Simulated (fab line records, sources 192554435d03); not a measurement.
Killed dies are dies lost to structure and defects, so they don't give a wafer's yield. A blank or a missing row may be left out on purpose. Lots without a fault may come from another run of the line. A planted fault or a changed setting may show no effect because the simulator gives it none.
Split-lot experiment | flow n5_finfet | 7 lots, 39 wafers read, on a route of 1938 steps

THE SPLIT
At N5_DUMMY_GATE_ETCH_32 (etches SiO2 in CF4, target depth 3.5 nm, time 3.9 s), the setting time_s was moved away from the recipe's 3.9 s on 15 of the 39 wafers read, by -16.8% to +19.6%. The other wafers ran this setting at the recipe's value.

The reading is taken at the split's own step.

THE READING
etch.depth_nm (the simulator's own value, which no gauge read), in nm, at N5_DUMMY_GATE_ETCH_32 (etches SiO2 in CF4, target depth 3.5 nm, time 3.9 s). The file gives no usual value for it. The 24 wafers here that ran the recipe average 3.483 nm, standard deviation 0.046 nm.

wafer  | tool, chamber at the split | time_s as run, s | against the recipe | etch.depth_nm, nm | against lot-mates on the recipe
L074.1 | rie_si-06, 1               | 4.663            | +19.6%             | 4.202             | +0.721
L074.2 | rie_si-06, 3               | 4.663            | +19.6%             | 4.186             | +0.705
L074.3 | rie_si-06, 2               | 4.663            | +19.6%             | 4.132             | +0.651
L074.4 | rie_si-06, 0               | 3.9              | recipe             | 3.485             | -
L074.5 | rie_si-06, 3               | 3.9              | recipe             | 3.477             | -
L074.6 | rie_si-06, 0               | 3.9              | recipe             | 3.481             | -
L080.1 | rie_si-06, 3               | 3.9              | recipe             | 3.505             | -
L080.2 | rie_si-06, 1               | 3.9              | recipe             | 3.512             | -
L080.3 | rie_si-06, 2               | 4.405            | +12.9%             | 3.954             | +0.443
L080.4 | rie_si-06, 0               | 4.405            | +12.9%             | 3.955             | +0.444
L080.5 | rie_si-06, 1               | 4.405            | +12.9%             | 3.934             | +0.423
L080.6 | rie_si-06, 2               | 3.9              | recipe             | 3.515             | -
L081.3 | rie_si-06, 1               | 3.9              | recipe             | 3.53              | -
L081.4 | rie_si-06, 0               | 3.9              | recipe             | 3.496             | -
L081.5 | rie_si-06, 3               | 3.9              | recipe             | 3.51              | -
L083.1 | rie_si-03, 0               | 3.9              | recipe             | 3.435             | -
L083.2 | rie_si-03, 3               | 3.245            | -16.8%             | 2.771             | -0.640
L083.3 | rie_si-03, 1               | 3.9              | recipe             | 3.342             | -
L083.4 | rie_si-03, 2               | 3.245            | -16.8%             | 2.867             | -0.544
L083.5 | rie_si-03, 2               | 3.9              | recipe             | 3.455             | -
L083.6 | rie_si-03, 3               | 3.245            | -16.8%             | 2.735             | -0.676
L084.1 | rie_si-03, 0               | 3.55             | -9.0%              | 3.166             | -0.301
L084.2 | rie_si-03, 3               | 3.55             | -9.0%              | 3.055             | -0.412
L084.3 | rie_si-03, 2               | 3.9              | recipe             | 3.501             | -
L084.4 | rie_si-03, 1               | 3.9              | recipe             | 3.381             | -
L084.5 | rie_si-03, 1               | 3.55             | -9.0%              | 3.074             | -0.393
L084.6 | rie_si-03, 2               | 3.9              | recipe             | 3.518             | -
L091.1 | rie_si-03, 0               | 4.209            | +7.9%              | 3.813             | +0.324
L091.2 | rie_si-03, 3               | 4.209            | +7.9%              | 3.689             | +0.200
L091.3 | rie_si-03, 2               | 4.209            | +7.9%              | 3.82              | +0.331
L091.4 | rie_si-03, 1               | 3.9              | recipe             | 3.487             | -
L091.5 | rie_si-03, 2               | 3.9              | recipe             | 3.551             | -
L091.6 | rie_si-03, 3               | 3.9              | recipe             | 3.428             | -
L093.1 | rie_si-06, 1               | 3.9              | recipe             | 3.506             | -
L093.2 | rie_si-06, 3               | 3.9              | recipe             | 3.502             | -
L093.3 | rie_si-06, 2               | 3.9              | recipe             | 3.508             | -
L093.4 | rie_si-06, 0               | 3.9              | recipe             | 3.492             | -
L093.5 | rie_si-06, 3               | 3.9              | recipe             | 3.49              | -
L093.6 | rie_si-06, 0               | 3.9              | recipe             | 3.481             | -

THE FIT
A straight line over all 39 wafers: etch.depth_nm changes by +0.038 nm for each +1% of time_s; r = +0.99; the points scatter about the line by 0.051 nm.
The same after taking each lot's own level away (the mean of its wafers on the recipe; 39 wafers): +0.0362 nm for each +1%; r = +0.99; scatter 0.042 nm.
On that fit, the largest move of time_s shifts the reading by 0.71 nm.
The lots' own levels span 3.4107 to 3.5120 nm, that is 2.2 times the standard deviation above.
So the lot-to-lot level changes the slope little: the two slopes agree.
Check: with one of the wafers moved furthest among these (+19.6%) left out of the fit, the line predicts +0.696 nm for it against its lot-mates. It came out at +0.721 nm against them.

THE FILE'S OWN FIT
etch.depth_nm changes by +0.0361 nm for each +1% of time_s, r = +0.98.
